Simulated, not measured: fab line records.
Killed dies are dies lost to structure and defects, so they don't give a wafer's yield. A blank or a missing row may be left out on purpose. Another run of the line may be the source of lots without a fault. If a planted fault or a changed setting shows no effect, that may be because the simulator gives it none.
A struck lot beside a sound one ; flow n5-finfet ; 16 out of 1938 route steps
Sound: wafers L624.2, L624.5, L624.6. Struck: wafers L618.1, L618.4, L618.6. The cause comes at the end.
Order at every step that has rows: each side's tool, ch and its chambers, its first start. Under that, the readings that differ: sound wafers ; struck wafers ; difference of the means ; sigmas: that difference in standard deviations of wafers without a fault.
alike: same words and numbers on both sides, and readings whose means sit less than 2 such deviations apart. not compared: any withheld reading, any reading some wafer has no value for, any bound like >300 that may hide the same value, and any number with overlapping values for which the record gives no deviation.
The two part at a step that has a row with sigmas, a row that says differs or no value, or rows on one side only. Numbers that don't overlap but have no deviation are shown without sigmas and don't part them. A reading that every wafer of one side lacks parts them only if that side has two wafers or more.

first, 2 steps without rows for these wafers: N5_BEOL_M4_PRE_CLEAN_45 (time 30 s); N5_BEOL_M4_ALD_84 (deposits TaN, pulse time 2 s, purge time 3 s, co reactant purge time 2 s).
N5_BEOL_M4_SURFACE_TREAT_85:
  sound on pvd-sputter-03, day 13 04:56; struck on pvd-sputter-02, day 10 17:05
  not compared: throttle-valve-pct
then, 1 step without rows for these wafers: N5_BEOL_M4_CVD_47 (deposits Co from CCTBA/H2, target thk 3 nm, time 223.8 s).
N5_BEOL_M4_SPUTTER_48: material Cu, target thk 4.5 nm, time 8.29 s.
  sound on pvd-sputter-01, day 13 05:13; struck on pvd-sputter-03, day 10 18:02
  alike: chamber-pressure-pa, chuck-gas-flow-sccm, chuck-sensor-temp-C, throttle-valve-pct
then, 1 step without rows for these wafers: N5_BEOL_M4_ANNEAL_49 (time 240 s).
N5_BEOL_M4_SPUTTER_79: material Cu, target thk 4.5 nm, time 8.29 s.
  sound on pvd-sputter-01, day 13 05:26; struck on pvd-sputter-03, day 10 18:15
  alike: chamber-pressure-pa, chuck-gas-flow-sccm, chuck-sensor-temp-C, throttle-valve-pct
N5_BEOL_M4_ANNEAL_80: time 240 s.
  sound on pvd-sputter-01, day 13 05:31; struck on pvd-sputter-03, day 10 18:20
  alike: heater-power-w
then, 2 steps without rows for these wafers: N5_BEOL_M4_SPUTTER_81 (material Cu, target thk 4.5 nm, time 8.29 s); N5_BEOL_M4_ANNEAL_82 (time 240 s).
N5_BEOL_M4_SPUTTER_86: material Cu, target thk 4.5 nm, time 8.29 s.
  sound on pvd-sputter-01, day 13 05:52; struck on pvd-sputter-03, day 10 18:41
  alike: chamber-pressure-pa, chuck-gas-flow-sccm, chuck-sensor-temp-C, throttle-valve-pct
then, 1 step without rows for these wafers: N5_BEOL_M4_ANNEAL_87 (time 240 s).
N5_BEOL_M4_SPUTTER_88: material Cu, target thk 4.5 nm, time 8.29 s.
  sound on pvd-sputter-01, day 13 06:05; struck on pvd-sputter-03, day 10 18:55
  no value came back on the struck wafers for any of 5 readings (chamber-pressure-pa (Pa), chuck-gas-flow-sccm (sccm) and others); on the sound wafers chamber-pressure-pa (Pa) reads 0.06993 0.07013 0.07008
then, 1 step without rows for these wafers: N5_BEOL_M4_ANNEAL_89 (time 240 s).
N5_BEOL_M4_RC_MEAS_101:
  sound on prober-02 ch 0, day 13 08:17; struck on prober-02 ch 0, day 10 21:06
reading;sound;struck;difference;sigmas
ION_P (uA/um);443 463 441;472 476 465;+22;+2
  alike: DIBL_N, DIBL_P, IOFF_N, IOFF_P, ION_N, SS_N, SS_P, VT_N, VT_P
-- here the record skips 4 days between the struck wafers' starts before and after, leaving off in module BEOL_M4 and picking up in module PASSIVATION (first step shown: number 1936 of the route) --
N5_PASSIVATION_PROBE_49:
  the record has rows for the struck wafers here (prober-01, day 15 08:11) and none for the sound ones

## WHERE THEY PART
First at N5_BEOL_M4_SPUTTER_88; last, within this record, at N5_PASSIVATION_PROBE_49.

WHY: whatever the simulator had introduced
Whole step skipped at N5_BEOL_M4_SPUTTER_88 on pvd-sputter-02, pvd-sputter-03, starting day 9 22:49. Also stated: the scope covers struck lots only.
